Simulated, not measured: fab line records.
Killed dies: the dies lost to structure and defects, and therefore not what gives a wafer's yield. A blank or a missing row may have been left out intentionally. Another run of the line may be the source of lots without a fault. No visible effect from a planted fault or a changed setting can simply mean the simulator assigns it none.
Which tool did it? || flow n5-finfet || 72 wafers from 24 lots sampled at 4 of the route's 1938 steps

WHAT THE GAUGES READ, wafer by wafer
N5_BEOL_M5_CD_MEAS_11: target cd 27.74 nm. Usual: 28.05 nm for cd-nm, sd 0.23.
{"lot": "L074", "measured": "day 8 20:40", "on": "cd-sem-02", "cd-nm (nm)": "28.40 27.79 28.45", "flag": ""}
{"lot": "L075", "measured": "day 9 12:43", "on": "cd-sem-03", "cd-nm (nm)": "27.61 27.34 28.01", "flag": ""}
{"lot": "L076", "measured": "day 9 15:55", "on": "cd-sem-02", "cd-nm (nm)": "27.96 27.85 27.77", "flag": ""}
{"lot": "L077", "measured": "day 9 19:28", "on": "cd-sem-01", "cd-nm (nm)": "27.88 28.18 28.01", "flag": ""}
{"lot": "L078", "measured": "day 9 23:16", "on": "cd-sem-02", "cd-nm (nm)": "27.47 28.19 27.85", "flag": ""}
{"lot": "L080", "measured": "day 10 08:43", "on": "cd-sem-03", "cd-nm (nm)": "28.07 27.92 28.14", "flag": ""}
{"lot": "L081", "measured": "day 10 16:17", "on": "cd-sem-02", "cd-nm (nm)": "28.14 28.29 28.35", "flag": ""}
{"lot": "L079", "measured": "day 11 02:08", "on": "cd-sem-01", "cd-nm (nm)": "28.12 27.79 28.22", "flag": ""}
{"lot": "L082", "measured": "day 11 07:32", "on": "cd-sem-03", "cd-nm (nm)": "28.12 28.10 28.16", "flag": ""}
{"lot": "L083", "measured": "day 11 11:20", "on": "cd-sem-01", "cd-nm (nm)": "28.33 28.06 28.25", "flag": ""}
{"lot": "L084", "measured": "day 11 18:38", "on": "cd-sem-01", "cd-nm (nm)": "27.85 28.43 28.24", "flag": ""}
{"lot": "L087", "measured": "day 11 23:01", "on": "cd-sem-01", "cd-nm (nm)": "27.87 28.17 28.04", "flag": ""}
{"lot": "L088", "measured": "day 12 11:29", "on": "cd-sem-02", "cd-nm (nm)": "28.23 28.14 28.02", "flag": ""}
{"lot": "L085", "measured": "day 12 11:59", "on": "cd-sem-02", "cd-nm (nm)": "27.78 28.14 27.99", "flag": ""}
{"lot": "L089", "measured": "day 12 15:41", "on": "cd-sem-02", "cd-nm (nm)": "28.04 28.05 27.99", "flag": ""}
{"lot": "L086", "measured": "day 12 17:46", "on": "cd-sem-02", "cd-nm (nm)": "27.76 27.95 27.86", "flag": ""}
{"lot": "L091", "measured": "day 12 21:23", "on": "cd-sem-01", "cd-nm (nm)": "28.17 27.84 28.05", "flag": ""}
{"lot": "L090", "measured": "day 13 17:42", "on": "cd-sem-03", "cd-nm (nm)": "27.98 28.08 27.92", "flag": ""}
{"lot": "L092", "measured": "day 13 20:36", "on": "cd-sem-03", "cd-nm (nm)": "28.02 28.12 28.01", "flag": ""}
{"lot": "L093", "measured": "day 14 02:07", "on": "cd-sem-03", "cd-nm (nm)": "28.31 27.93 28.37", "flag": ""}
{"lot": "L095", "measured": "day 14 02:29", "on": "cd-sem-01", "cd-nm (nm)": "27.94 27.90 27.76", "flag": ""}
{"lot": "L094", "measured": "day 14 19:25", "on": "cd-sem-02", "cd-nm (nm)": "28.06 27.97 28.06", "flag": ""}
{"lot": "L096", "measured": "day 15 06:04", "on": "cd-sem-01", "cd-nm (nm)": "27.94 27.94 28.34", "flag": ""}
{"lot": "L097", "measured": "day 15 06:52", "on": "cd-sem-01", "cd-nm (nm)": "28.26 27.95 28.20", "flag": ""}

N5_BEOL_M5_OVL_MEAS_29. Usual: V4_OVL 0.2 nm, standard deviation 0.83.
{"lot": "L074", "measured": "day 8 21:44", "on": "overlay-01", "V4_OVL (nm)": "0.1 0.3 0.4", "flag": ""}
{"lot": "L075", "measured": "day 9 14:31", "on": "overlay-02", "V4_OVL (nm)": "0.4 1.1 1.1", "flag": ""}
{"lot": "L076", "measured": "day 9 18:09", "on": "overlay-02", "V4_OVL (nm)": "-0.3 -1.2 0.3", "flag": ""}
{"lot": "L077", "measured": "day 9 22:14", "on": "overlay-02", "V4_OVL (nm)": "0.7 1.7 0.6", "flag": ""}
{"lot": "L078", "measured": "day 10 00:20", "on": "overlay-01", "V4_OVL (nm)": "0.3 1.1 1.3", "flag": ""}
{"lot": "L080", "measured": "day 10 10:42", "on": "overlay-01", "V4_OVL (nm)": "0.0 -0.1 0.0", "flag": ""}
{"lot": "L081", "measured": "day 10 18:39", "on": "overlay-01", "V4_OVL (nm)": "-0.5 0.2 1.5", "flag": ""}
{"lot": "L079", "measured": "day 11 03:13", "on": "overlay-02", "V4_OVL (nm)": "-0.3 0.6 -0.8", "flag": ""}
{"lot": "L082", "measured": "day 11 10:19", "on": "overlay-02", "V4_OVL (nm)": "-0.3 1.1 -0.5", "flag": ""}
{"lot": "L083", "measured": "day 11 13:37", "on": "overlay-02", "V4_OVL (nm)": "-1.1 -0.7 -1.7", "flag": ""}
{"lot": "L084", "measured": "day 11 19:50", "on": "overlay-01", "V4_OVL (nm)": "0.2 0.0 -1.0", "flag": ""}
{"lot": "L087", "measured": "day 12 02:02", "on": "overlay-01", "V4_OVL (nm)": "0.7 -0.1 1.6", "flag": ""}
{"lot": "L088", "measured": "day 12 14:09", "on": "overlay-01", "V4_OVL (nm)": "-0.1 -1.4 -0.9", "flag": ""}
{"lot": "L085", "measured": "day 12 14:22", "on": "overlay-01", "V4_OVL (nm)": "0.4 1.2 2.0", "flag": ""}
{"lot": "L089", "measured": "day 12 20:26", "on": "overlay-02", "V4_OVL (nm)": "-0.2 0.4 0.2", "flag": ""}
{"lot": "L086", "measured": "day 12 20:31", "on": "overlay-01", "V4_OVL (nm)": "-1.6 0.9 -0.9", "flag": ""}
{"lot": "L091", "measured": "day 13 01:56", "on": "overlay-02", "V4_OVL (nm)": "-0.2 -0.3 -1.0", "flag": ""}
{"lot": "L090", "measured": "day 13 19:19", "on": "overlay-02", "V4_OVL (nm)": "0.3 2.0 -0.1", "flag": ""}
{"lot": "L092", "measured": "day 13 23:29", "on": "overlay-02", "V4_OVL (nm)": "0.1 -0.4 0.6", "flag": ""}
{"lot": "L093", "measured": "day 14 04:31", "on": "overlay-01", "V4_OVL (nm)": "1.2 1.0 -1.0", "flag": ""}
{"lot": "L095", "measured": "day 14 04:34", "on": "overlay-02", "V4_OVL (nm)": "0.8 -0.9 -0.3", "flag": ""}
{"lot": "L094", "measured": "day 14 22:05", "on": "overlay-02", "V4_OVL (nm)": "-0.2 -0.6 0.0", "flag": ""}
{"lot": "L096", "measured": "day 15 08:13", "on": "overlay-01", "V4_OVL (nm)": "0.6 0.9 0.9", "flag": ""}
{"lot": "L097", "measured": "day 15 08:24", "on": "overlay-01", "V4_OVL (nm)": "0.4 0.2 0.5", "flag": ""}

WHICH TOOL RAN EACH LOT (tool, then ch and the chambers of the sampled wafers, then the start)
{"lot": "L074", "N5_BEOL_M5_DESCUM_16": "rie-diel-06 ch 0,2,3, day 8 20:47", "N5_BEOL_M5_ETCH_62": "rie-diel-06 ch 0,2,3, day 8 20:52"}
{"lot": "L075", "N5_BEOL_M5_DESCUM_16": "rie-diel-04 ch 1,2,3, day 9 13:09", "N5_BEOL_M5_ETCH_62": "rie-diel-04 ch 1,2,3, day 9 13:14"}
{"lot": "L076", "N5_BEOL_M5_DESCUM_16": "rie-diel-06 ch 1,2,3, day 9 16:17", "N5_BEOL_M5_ETCH_62": "rie-diel-06 ch 1,2,3, day 9 16:22"}
{"lot": "L077", "N5_BEOL_M5_DESCUM_16": "rie-diel-06 ch 0,2,3, day 9 19:35", "N5_BEOL_M5_ETCH_62": "rie-diel-06 ch 0,2,3, day 9 19:40"}
{"lot": "L078", "N5_BEOL_M5_DESCUM_16": "rie-diel-05 ch 1,2,3, day 9 23:23", "N5_BEOL_M5_ETCH_62": "rie-diel-05 ch 1,2,3, day 9 23:28"}
{"lot": "L080", "N5_BEOL_M5_DESCUM_16": "rie-diel-05 ch 1,3, day 10 08:52", "N5_BEOL_M5_ETCH_62": "rie-diel-05 ch 1,3, day 10 08:56"}
{"lot": "L081", "N5_BEOL_M5_DESCUM_16": "rie-diel-06 ch 0,1,3, day 10 16:25", "N5_BEOL_M5_ETCH_62": "rie-diel-06 ch 0,1,3, day 10 16:29"}
{"lot": "L079", "N5_BEOL_M5_DESCUM_16": "rie-diel-06 ch 0,2,3, day 11 02:19", "N5_BEOL_M5_ETCH_62": "rie-diel-06 ch 0,2,3, day 11 02:23"}
{"lot": "L082", "N5_BEOL_M5_DESCUM_16": "rie-diel-05 ch 1,2,3, day 11 07:39", "N5_BEOL_M5_ETCH_62": "rie-diel-05 ch 1,2,3, day 11 07:44"}
{"lot": "L083", "N5_BEOL_M5_DESCUM_16": "rie-diel-04 ch 2,3, day 11 11:35", "N5_BEOL_M5_ETCH_62": "rie-diel-04 ch 2,3, day 11 11:40"}
{"lot": "L084", "N5_BEOL_M5_DESCUM_16": "rie-diel-06 ch 0,1,2, day 11 18:45", "N5_BEOL_M5_ETCH_62": "rie-diel-06 ch 0,1,2, day 11 18:50"}
{"lot": "L087", "N5_BEOL_M5_DESCUM_16": "rie-diel-06 ch 0,1, day 11 23:08", "N5_BEOL_M5_ETCH_62": "rie-diel-06 ch 0,1, day 11 23:13"}
{"lot": "L088", "N5_BEOL_M5_DESCUM_16": "rie-diel-05 ch 0,1,3, day 12 11:56", "N5_BEOL_M5_ETCH_62": "rie-diel-05 ch 0,1,3, day 12 12:01"}
{"lot": "L085", "N5_BEOL_M5_DESCUM_16": "rie-diel-06 ch 1,2,3, day 12 12:31", "N5_BEOL_M5_ETCH_62": "rie-diel-06 ch 1,2,3, day 12 12:35"}
{"lot": "L089", "N5_BEOL_M5_DESCUM_16": "rie-diel-06 ch 0,1,2, day 12 15:48", "N5_BEOL_M5_ETCH_62": "rie-diel-06 ch 0,1,2, day 12 15:53"}
{"lot": "L086", "N5_BEOL_M5_DESCUM_16": "rie-diel-05 ch 2,3, day 12 17:53", "N5_BEOL_M5_ETCH_62": "rie-diel-05 ch 2,3, day 12 17:58"}
{"lot": "L091", "N5_BEOL_M5_DESCUM_16": "rie-diel-04 ch 2,3, day 12 21:36", "N5_BEOL_M5_ETCH_62": "rie-diel-04 ch 2,3, day 12 21:41"}
{"lot": "L090", "N5_BEOL_M5_DESCUM_16": "rie-diel-05 ch 0,1,2, day 13 17:49", "N5_BEOL_M5_ETCH_62": "rie-diel-05 ch 0,1,2, day 13 17:54"}
{"lot": "L092", "N5_BEOL_M5_DESCUM_16": "rie-diel-04 ch 0,1,2, day 13 20:54", "N5_BEOL_M5_ETCH_62": "rie-diel-04 ch 0,1,2, day 13 20:59"}
{"lot": "L093", "N5_BEOL_M5_DESCUM_16": "rie-diel-06 ch 2,3, day 14 02:28", "N5_BEOL_M5_ETCH_62": "rie-diel-06 ch 2,3, day 14 02:32"}
{"lot": "L095", "N5_BEOL_M5_DESCUM_16": "rie-diel-05 ch 1,2,3, day 14 02:48", "N5_BEOL_M5_ETCH_62": "rie-diel-05 ch 1,2,3, day 14 02:53"}
{"lot": "L094", "N5_BEOL_M5_DESCUM_16": "rie-diel-04 ch 0,2, day 14 19:33", "N5_BEOL_M5_ETCH_62": "rie-diel-04 ch 0,2, day 14 19:38"}
{"lot": "L096", "N5_BEOL_M5_DESCUM_16": "rie-diel-04 ch 2,3, day 15 06:22", "N5_BEOL_M5_ETCH_62": "rie-diel-04 ch 2,3, day 15 06:26"}
{"lot": "L097", "N5_BEOL_M5_DESCUM_16": "rie-diel-06 ch 0,1,2, day 15 06:59", "N5_BEOL_M5_ETCH_62": "rie-diel-06 ch 0,1,2, day 15 07:03"}
- N5_BEOL_M5_DESCUM_16: chemistry O2, time 7 s.
- N5_BEOL_M5_ETCH_62: etches SOC in N2/H2, target depth 75 nm, overetch 15 nm, time 112.5 s.

AS READ BY THE TOOLS THEMSELVES (means over the sampled wafers that have a number; for cases with no such wafer, the mark the record gives instead)
N5_BEOL_M5_DESCUM_16. Usual: drypump-motor-current-A 6.0 A, standard deviation 0.38; oes-product-au 0.78 a.u., standard deviation 0.084; rf-vpp-V 243.2 V, standard deviation 1.4; showerhead-plenum-p-Torr 2.10 Torr, standard deviation 0.076; throttle-valve-pct 20.53 %, standard deviation 0.25.
{"lot": "L074", "tool": "rie-diel-06", "drypump-motor-current-A (A)": 6.2, "oes-product-au (a.u.)": 0.75, "rf-vpp-V (V)": 243.2, "showerhead-plenum-p-Torr (Torr)": 2.12, "throttle-valve-pct (%)": 20.70, "flag": ""}
{"lot": "L075", "tool": "rie-diel-04", "drypump-motor-current-A (A)": 6.0, "oes-product-au (a.u.)": 0.84, "rf-vpp-V (V)": 241.1, "showerhead-plenum-p-Torr (Torr)": 2.00, "throttle-valve-pct (%)": 20.33, "flag": ""}
{"lot": "L076", "tool": "rie-diel-06", "drypump-motor-current-A (A)": 6.2, "oes-product-au (a.u.)": 0.78, "rf-vpp-V (V)": 243.3, "showerhead-plenum-p-Torr (Torr)": 2.13, "throttle-valve-pct (%)": 20.71, "flag": ""}
{"lot": "L077", "tool": "rie-diel-06", "drypump-motor-current-A (A)": 6.2, "oes-product-au (a.u.)": 0.74, "rf-vpp-V (V)": 242.7, "showerhead-plenum-p-Torr (Torr)": 2.12, "throttle-valve-pct (%)": 20.72, "flag": ""}
{"lot": "L078", "tool": "rie-diel-05", "drypump-motor-current-A (A)": 5.5, "oes-product-au (a.u.)": 0.84, "rf-vpp-V (V)": 244.8, "showerhead-plenum-p-Torr (Torr)": 2.17, "throttle-valve-pct (%)": 20.28, "flag": ""}
{"lot": "L080", "tool": "rie-diel-05", "drypump-motor-current-A (A)": 5.7, "oes-product-au (a.u.)": 0.87, "rf-vpp-V (V)": 244.5, "showerhead-plenum-p-Torr (Torr)": 2.21, "throttle-valve-pct (%)": 20.09, "flag": ""}
{"lot": "L081", "tool": "rie-diel-06", "drypump-motor-current-A (A)": 6.2, "oes-product-au (a.u.)": 0.80, "rf-vpp-V (V)": 243.4, "showerhead-plenum-p-Torr (Torr)": 2.11, "throttle-valve-pct (%)": 20.68, "flag": ""}
{"lot": "L079", "tool": "rie-diel-06", "drypump-motor-current-A (A)": 6.2, "oes-product-au (a.u.)": 0.73, "rf-vpp-V (V)": 243.2, "showerhead-plenum-p-Torr (Torr)": 2.12, "throttle-valve-pct (%)": 20.73, "flag": ""}
{"lot": "L082", "tool": "rie-diel-05", "drypump-motor-current-A (A)": 5.5, "oes-product-au (a.u.)": 0.81, "rf-vpp-V (V)": 244.1, "showerhead-plenum-p-Torr (Torr)": 2.16, "throttle-valve-pct (%)": 20.29, "flag": ""}
{"lot": "L083", "tool": "rie-diel-04", "drypump-motor-current-A (A)": 6.4, "oes-product-au (a.u.)": 0.82, "rf-vpp-V (V)": 241.5, "showerhead-plenum-p-Torr (Torr)": 1.97, "throttle-valve-pct (%)": 20.46, "flag": ""}
{"lot": "L084", "tool": "rie-diel-06", "drypump-motor-current-A (A)": 6.2, "oes-product-au (a.u.)": 0.76, "rf-vpp-V (V)": 243.5, "showerhead-plenum-p-Torr (Torr)": 2.12, "throttle-valve-pct (%)": 20.73, "flag": ""}
{"lot": "L087", "tool": "rie-diel-06", "drypump-motor-current-A (A)": 6.2, "oes-product-au (a.u.)": 0.83, "rf-vpp-V (V)": 244.1, "showerhead-plenum-p-Torr (Torr)": 2.12, "throttle-valve-pct (%)": 20.70, "flag": ""}
{"lot": "L088", "tool": "rie-diel-05", "drypump-motor-current-A (A)": 5.8, "oes-product-au (a.u.)": 0.77, "rf-vpp-V (V)": 244.8, "showerhead-plenum-p-Torr (Torr)": 2.18, "throttle-valve-pct (%)": 20.37, "flag": ""}
{"lot": "L085", "tool": "rie-diel-06", "drypump-motor-current-A (A)": 6.2, "oes-product-au (a.u.)": 0.76, "rf-vpp-V (V)": 243.9, "showerhead-plenum-p-Torr (Torr)": 2.12, "throttle-valve-pct (%)": 20.73, "flag": ""}
{"lot": "L089", "tool": "rie-diel-06", "drypump-motor-current-A (A)": 6.2, "oes-product-au (a.u.)": 0.75, "rf-vpp-V (V)": 243.6, "showerhead-plenum-p-Torr (Torr)": 2.12, "throttle-valve-pct (%)": 20.74, "flag": ""}
{"lot": "L086", "tool": "rie-diel-05", "drypump-motor-current-A (A)": 5.3, "oes-product-au (a.u.)": 0.82, "rf-vpp-V (V)": 244.2, "showerhead-plenum-p-Torr (Torr)": 2.14, "throttle-valve-pct (%)": 20.42, "flag": ""}
{"lot": "L091", "tool": "rie-diel-04", "drypump-motor-current-A (A)": 6.3, "oes-product-au (a.u.)": 0.86, "rf-vpp-V (V)": 241.5, "showerhead-plenum-p-Torr (Torr)": 2.01, "throttle-valve-pct (%)": 20.30, "flag": ""}
{"lot": "L090", "tool": "rie-diel-05", "drypump-motor-current-A (A)": 5.5, "oes-product-au (a.u.)": 0.72, "rf-vpp-V (V)": 244.1, "showerhead-plenum-p-Torr (Torr)": 2.13, "throttle-valve-pct (%)": 20.57, "flag": ""}
{"lot": "L092", "tool": "rie-diel-04", "drypump-motor-current-A (A)": 5.8, "oes-product-au (a.u.)": 0.80, "rf-vpp-V (V)": 241.8, "showerhead-plenum-p-Torr (Torr)": 2.02, "throttle-valve-pct (%)": 20.25, "flag": ""}
{"lot": "L093", "tool": "rie-diel-06", "drypump-motor-current-A (A)": 6.2, "oes-product-au (a.u.)": 0.93, "rf-vpp-V (V)": 243.1, "showerhead-plenum-p-Torr (Torr)": 2.13, "throttle-valve-pct (%)": 20.51, "flag": ""}
{"lot": "L095", "tool": "rie-diel-05", "drypump-motor-current-A (A)": 5.5, "oes-product-au (a.u.)": 0.79, "rf-vpp-V (V)": 244.2, "showerhead-plenum-p-Torr (Torr)": 2.15, "throttle-valve-pct (%)": 20.33, "flag": ""}
{"lot": "L094", "tool": "rie-diel-04", "drypump-motor-current-A (A)": 6.1, "oes-product-au (a.u.)": 0.83, "rf-vpp-V (V)": 242.6, "showerhead-plenum-p-Torr (Torr)": 2.03, "throttle-valve-pct (%)": 20.19, "flag": ""}
{"lot": "L096", "tool": "rie-diel-04", "drypump-motor-current-A (A)": 6.3, "oes-product-au (a.u.)": 0.78, "rf-vpp-V (V)": 240.4, "showerhead-plenum-p-Torr (Torr)": 1.96, "throttle-valve-pct (%)": 20.51, "flag": ""}
{"lot": "L097", "tool": "rie-diel-06", "drypump-motor-current-A (A)": 6.2, "oes-product-au (a.u.)": 0.85, "rf-vpp-V (V)": 243.6, "showerhead-plenum-p-Torr (Torr)": 2.11, "throttle-valve-pct (%)": 20.64, "flag": ""}

N5_BEOL_M5_ETCH_62. Usual: drypump-motor-current-A 6.0 A, standard deviation 0.37; oes-product-au 0.62 a.u., standard deviation 0.062; rf-vpp-V 524.1 V, standard deviation 2.7; showerhead-plenum-p-Torr 2.55 Torr, standard deviation 0.094; throttle-valve-pct 17.94 %, standard deviation 0.27.
{"lot": "L074", "tool": "rie-diel-06", "drypump-motor-current-A (A)": 6.1, "oes-product-au (a.u.)": 0.59, "rf-vpp-V (V)": 524.4, "showerhead-plenum-p-Torr (Torr)": 2.57, "throttle-valve-pct (%)": 18.04, "flag": ""}
{"lot": "L075", "tool": "rie-diel-04", "drypump-motor-current-A (A)": 6.0, "oes-product-au (a.u.)": 0.66, "rf-vpp-V (V)": 521.5, "showerhead-plenum-p-Torr (Torr)": 2.43, "throttle-valve-pct (%)": 17.73, "flag": ""}
{"lot": "L076", "tool": "rie-diel-06", "drypump-motor-current-A (A)": 6.2, "oes-product-au (a.u.)": 0.62, "rf-vpp-V (V)": 524.7, "showerhead-plenum-p-Torr (Torr)": 2.59, "throttle-valve-pct (%)": 18.09, "flag": ""}
{"lot": "L077", "tool": "rie-diel-06", "drypump-motor-current-A (A)": 6.2, "oes-product-au (a.u.)": 0.59, "rf-vpp-V (V)": 525.4, "showerhead-plenum-p-Torr (Torr)": 2.57, "throttle-valve-pct (%)": 18.06, "flag": ""}
{"lot": "L078", "tool": "rie-diel-05", "drypump-motor-current-A (A)": 5.5, "oes-product-au (a.u.)": 0.66, "rf-vpp-V (V)": 526.4, "showerhead-plenum-p-Torr (Torr)": 2.64, "throttle-valve-pct (%)": 17.73, "flag": ""}
{"lot": "L080", "tool": "rie-diel-05", "drypump-motor-current-A (A)": 5.7, "oes-product-au (a.u.)": 0.69, "rf-vpp-V (V)": 528.4, "showerhead-plenum-p-Torr (Torr)": 2.69, "throttle-valve-pct (%)": 17.48, "flag": ""}
{"lot": "L081", "tool": "rie-diel-06", "drypump-motor-current-A (A)": 6.2, "oes-product-au (a.u.)": 0.63, "rf-vpp-V (V)": 523.9, "showerhead-plenum-p-Torr (Torr)": 2.56, "throttle-valve-pct (%)": 18.03, "flag": ""}
{"lot": "L079", "tool": "rie-diel-06", "drypump-motor-current-A (A)": 6.2, "oes-product-au (a.u.)": 0.58, "rf-vpp-V (V)": 524.3, "showerhead-plenum-p-Torr (Torr)": 2.57, "throttle-valve-pct (%)": 18.07, "flag": ""}
{"lot": "L082", "tool": "rie-diel-05", "drypump-motor-current-A (A)": 5.5, "oes-product-au (a.u.)": 0.64, "rf-vpp-V (V)": 526.8, "showerhead-plenum-p-Torr (Torr)": 2.64, "throttle-valve-pct (%)": 17.76, "flag": ""}
{"lot": "L083", "tool": "rie-diel-04", "drypump-motor-current-A (A)": 6.4, "oes-product-au (a.u.)": 0.64, "rf-vpp-V (V)": 519.3, "showerhead-plenum-p-Torr (Torr)": 2.39, "throttle-valve-pct (%)": 17.94, "flag": ""}
{"lot": "L084", "tool": "rie-diel-06", "drypump-motor-current-A (A)": 6.2, "oes-product-au (a.u.)": 0.60, "rf-vpp-V (V)": 525.3, "showerhead-plenum-p-Torr (Torr)": 2.58, "throttle-valve-pct (%)": 18.12, "flag": ""}
{"lot": "L087", "tool": "rie-diel-06", "drypump-motor-current-A (A)": 6.2, "oes-product-au (a.u.)": 0.65, "rf-vpp-V (V)": 524.9, "showerhead-plenum-p-Torr (Torr)": 2.58, "throttle-valve-pct (%)": 18.08, "flag": ""}
{"lot": "L088", "tool": "rie-diel-05", "drypump-motor-current-A (A)": 5.7, "oes-product-au (a.u.)": 0.61, "rf-vpp-V (V)": 526.7, "showerhead-plenum-p-Torr (Torr)": 2.65, "throttle-valve-pct (%)": 17.79, "flag": ""}
{"lot": "L085", "tool": "rie-diel-06", "drypump-motor-current-A (A)": 6.2, "oes-product-au (a.u.)": 0.61, "rf-vpp-V (V)": 524.6, "showerhead-plenum-p-Torr (Torr)": 2.58, "throttle-valve-pct (%)": 18.13, "flag": ""}
{"lot": "L089", "tool": "rie-diel-06", "drypump-motor-current-A (A)": 6.2, "oes-product-au (a.u.)": 0.60, "rf-vpp-V (V)": 525.5, "showerhead-plenum-p-Torr (Torr)": 2.58, "throttle-valve-pct (%)": 18.14, "flag": ""}
{"lot": "L086", "tool": "rie-diel-05", "drypump-motor-current-A (A)": 5.3, "oes-product-au (a.u.)": 0.65, "rf-vpp-V (V)": 525.6, "showerhead-plenum-p-Torr (Torr)": 2.61, "throttle-valve-pct (%)": 17.90, "flag": ""}
{"lot": "L091", "tool": "rie-diel-04", "drypump-motor-current-A (A)": 6.3, "oes-product-au (a.u.)": 0.67, "rf-vpp-V (V)": 520.7, "showerhead-plenum-p-Torr (Torr)": 2.44, "throttle-valve-pct (%)": 17.77, "flag": ""}
{"lot": "L090", "tool": "rie-diel-05", "drypump-motor-current-A (A)": 5.5, "oes-product-au (a.u.)": 0.58, "rf-vpp-V (V)": 525.6, "showerhead-plenum-p-Torr (Torr)": 2.60, "throttle-valve-pct (%)": 18.07, "flag": ""}
{"lot": "L092", "tool": "rie-diel-04", "drypump-motor-current-A (A)": 5.8, "oes-product-au (a.u.)": 0.62, "rf-vpp-V (V)": 520.8, "showerhead-plenum-p-Torr (Torr)": 2.44, "throttle-valve-pct (%)": 17.63, "flag": ""}
{"lot": "L093", "tool": "rie-diel-06", "drypump-motor-current-A (A)": 6.2, "oes-product-au (a.u.)": 0.72, "rf-vpp-V (V)": 525.5, "showerhead-plenum-p-Torr (Torr)": 2.58, "throttle-valve-pct (%)": 17.89, "flag": ""}
{"lot": "L095", "tool": "rie-diel-05", "drypump-motor-current-A (A)": 5.5, "oes-product-au (a.u.)": 0.62, "rf-vpp-V (V)": 526.4, "showerhead-plenum-p-Torr (Torr)": 2.63, "throttle-valve-pct (%)": 17.80, "flag": ""}
{"lot": "L094", "tool": "rie-diel-04", "drypump-motor-current-A (A)": 6.1, "oes-product-au (a.u.)": 0.65, "rf-vpp-V (V)": 520.8, "showerhead-plenum-p-Torr (Torr)": 2.46, "throttle-valve-pct (%)": 17.63, "flag": ""}
{"lot": "L096", "tool": "rie-diel-04", "drypump-motor-current-A (A)": 6.3, "oes-product-au (a.u.)": 0.61, "rf-vpp-V (V)": 519.5, "showerhead-plenum-p-Torr (Torr)": 2.38, "throttle-valve-pct (%)": 18.00, "flag": ""}
{"lot": "L097", "tool": "rie-diel-06", "drypump-motor-current-A (A)": 6.2, "oes-product-au (a.u.)": 0.66, "rf-vpp-V (V)": 525.4, "showerhead-plenum-p-Torr (Torr)": 2.57, "throttle-valve-pct (%)": 18.01, "flag": ""}

THE ANSWER, worked out from the rows above alone
Rule: a lot is off if the mean of its wafers that have a number lies more than 3 standard deviations from the usual mean. Also off: a lot with no number at a reading for which 4 or more lots have one. All remaining lots with rows at the step are treated as sound. The gauges are gone through in route order, then the tools' own readings, and for those a lot's mean is taken as printed above. The first step at which some lot is off is used, and at that step the reading that is off furthest; a lot without a number counts as furthest.
No lot is off at any reading shown: from this, nothing can be told.

WHAT HAD BEEN PUT IN BY THE SIMULATOR
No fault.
